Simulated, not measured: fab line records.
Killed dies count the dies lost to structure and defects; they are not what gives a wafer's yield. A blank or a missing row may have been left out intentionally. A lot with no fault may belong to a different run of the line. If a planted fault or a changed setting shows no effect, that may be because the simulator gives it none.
A struck lot beside a sound one -- flow nandHarc -- 16 out of 1302 route steps
Sound: these wafers, L366.2, L366.3, L366.5. The struck wafers were L368.1, L368.2, L368.6. The cause comes at the end.
At each step with rows: each side's tool, then ch and its chambers, then its first start. Under that, the readings that differ: sound wafers -- struck wafers -- difference of the means -- sigmas: that difference in standard deviations of wafers without a fault.
alike: a reading whose means differ by less than 2 such deviations, as well as words and numbers matching on both sides. not compared: withheld readings; readings where some wafer has no value; bounds like >300 that might hide an equal value; numbers whose values overlap and for which the record gives no deviation.
The two part at a step that has a row with sigmas, a row that says differs or no value, or rows on one side only. Non-overlapping numbers with no deviation appear without sigmas and do not part them. A reading missing from all wafers of one side parts the sides only when that side holds two or more wafers.

NHARC_A_ONON_D2_THK_MEAS_05: measures by ellipsometry.
  struck on filmMetro-02, day 14 03:26; sound on filmMetro-01, day 13 10:11
reading,sound,struck,difference,sigmas
thkNm (nm),1035 1032 1032,1009 1008 1007,-25,-2
next comes 1 step that has no rows for these wafers: NHARC_A_ONON_D2_DEP_06 (target thickness 1000 nm).
NHARC_A_ONON_D2_THK_MEAS_08: measures by ellipsometry.
  struck on filmMetro-02, day 14 03:59; sound on filmMetro-01, day 13 10:46
  alike: thkNm
next comes 1 step that has no rows for these wafers: NHARC_A_ONON_D2_DEP_09 (target thickness 1000 nm).
NHARC_A_ONON_D2_THK_MEAS_11: measures by ellipsometry.
  struck on filmMetro-02, day 14 04:34; sound on filmMetro-02, day 13 11:20
  alike: thkNm
next comes 1 step that has no rows for these wafers: NHARC_A_ONON_D2_DEP_12 (target thickness 1000 nm).
NHARC_A_ONON_D2_THK_MEAS_14: measures by ellipsometry.
  struck on filmMetro-02, day 14 05:10; sound on filmMetro-01, day 13 11:53
  alike: thkNm
then, 2 steps without rows for these wafers: NHARC_A_ONON_D2_ANNEAL_15 (time 3600 s); NHARC_A_ONON_D2_DEP_16 (target thk 1000 nm).
NHARC_A_ONON_D2_THK_MEAS_18: measures by ellipsometry.
  struck on filmMetro-01, day 14 12:54; sound on filmMetro-02, day 13 19:11
  alike: thkNm
next comes 1 step that has no rows for these wafers: NHARC_A_ONON_D2_DEP_19 (target thickness 1000 nm).
NHARC_A_ONON_D2_THK_MEAS_21: measures by ellipsometry.
  struck on filmMetro-01, day 14 13:28; sound on filmMetro-01, day 13 19:45
  alike: thkNm
NHARC_A_ONON_D2_DEP_22: target thk 1000 nm.
  sound on pecvdOnon-01 ch 0, day 13 19:52; struck on pecvdOnon-01 ch 0, day 14 13:31
NHARC_A_ONON_D2_THK_MEAS_24: measures by ellipsometry.
  struck on filmMetro-01, day 14 14:02; sound on filmMetro-02, day 13 20:19
reading,sound,struck,difference,sigmas
thkNm (nm),979 979 980,1531 1532 1530,+552,+66
next comes 1 step that has no rows for these wafers: NHARC_A_ONON_D2_DEP_25 (target thickness 1000 nm).
-- jump in the record: it breaks off in module A_ONON_D2 and resumes in module END (first step shown: number 1302 of the route), and 12 days separate the struck wafers' starts before and after --
NHARC_END_SORT_01:
  the record has rows for the struck wafers here (prober-01 ch 0, day 26 08:26) and none for the sound ones

## WHERE THEY PART
Last at NHARC_END_SORT_01 as far as this record goes, first at NHARC_A_ONON_D2_THK_MEAS_05.

WHY: what had been put in by the simulator
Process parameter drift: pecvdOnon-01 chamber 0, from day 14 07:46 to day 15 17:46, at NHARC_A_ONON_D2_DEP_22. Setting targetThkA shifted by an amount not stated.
